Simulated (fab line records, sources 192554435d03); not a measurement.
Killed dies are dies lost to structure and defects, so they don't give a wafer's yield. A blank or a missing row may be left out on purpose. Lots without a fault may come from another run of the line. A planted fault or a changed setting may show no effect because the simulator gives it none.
Which tool did it? | flow n5_finfet | 9 lots, 27 wafers sampled, at 2 steps of a route of 1938

WHAT THE GAUGES READ, wafer by wafer
N5_SD_EPI_P_INSPECT_26: inspects for defects (darkfield).
lot  | measured    | on                | raw_defect_count
L599 | day 4 00:14 | defect_inspect-01 | 232 197 215
L605 | day 5 12:56 | defect_inspect-01 | 1321 1230 1305
L610 | day 6 17:27 | defect_inspect-02 | 1265 1259 1289
L613 | day 7 11:22 | defect_inspect-02 | 185 113 232
L616 | day 8 03:49 | defect_inspect-01 | 141 189 245
L617 | day 8 09:40 | defect_inspect-01 | 195 212 131
L618 | day 8 16:13 | defect_inspect-02 | 204 185 180
L619 | day 9 00:11 | defect_inspect-01 | 190 217 199
L620 | day 9 03:10 | defect_inspect-02 | 141 168 156

WHICH TOOL RAN EACH LOT (tool, then ch and the chambers of the sampled wafers, then the start)
lot  | N5_SD_EPI_P_PRECLEAN_33
L599 | wet_bench-05 ch 4,5,6, day 4 00:11
L605 | wet_bench-05 ch 1,5,6, day 5 12:52
L610 | wet_bench-05 ch 1,2,7, day 6 17:24
L613 | wet_bench-04 ch 0,2,3, day 7 11:19
L616 | wet_bench-04 ch 1,3,4, day 8 03:46
L617 | wet_bench-04 ch 1,5,6, day 8 09:37
L618 | wet_bench-04 ch 0,5,7, day 8 16:10
L619 | wet_bench-04 ch 3,4,7, day 9 00:08
L620 | wet_bench-05 ch 3,5,7, day 9 03:07
- N5_SD_EPI_P_PRECLEAN_33: cleans in SC2, time 45 s.

THE ANSWER, worked out from the rows above alone
Rule: what is usual is taken from the lots themselves. Put in order of their means at a reading, lots are off if they are a third of the lots or fewer, leave a main group of 4 or more, and stand apart from it by a gap of 3 or more times the standard deviation of the main group's means; of several such gaps the widest counts. A main group whose means are all the same, to the digits that the tables above print for the reading, isn't used. A lot without any number at a reading at which 4 lots or more have one is off too. The other lots that the step has rows for count as sound.
Off: L605, L610, at N5_SD_EPI_P_INSPECT_26 (raw_defect_count). The main group: mean 187, standard deviation 18.
A tool fits if, at a process step before that reading, it ran every lot that is off, and no sound lot after the first of them. The gauges at N5_SD_EPI_P_INSPECT_26 are tried like those tools. None of those tried fits.

WHAT THE SIMULATOR HAD PUT IN
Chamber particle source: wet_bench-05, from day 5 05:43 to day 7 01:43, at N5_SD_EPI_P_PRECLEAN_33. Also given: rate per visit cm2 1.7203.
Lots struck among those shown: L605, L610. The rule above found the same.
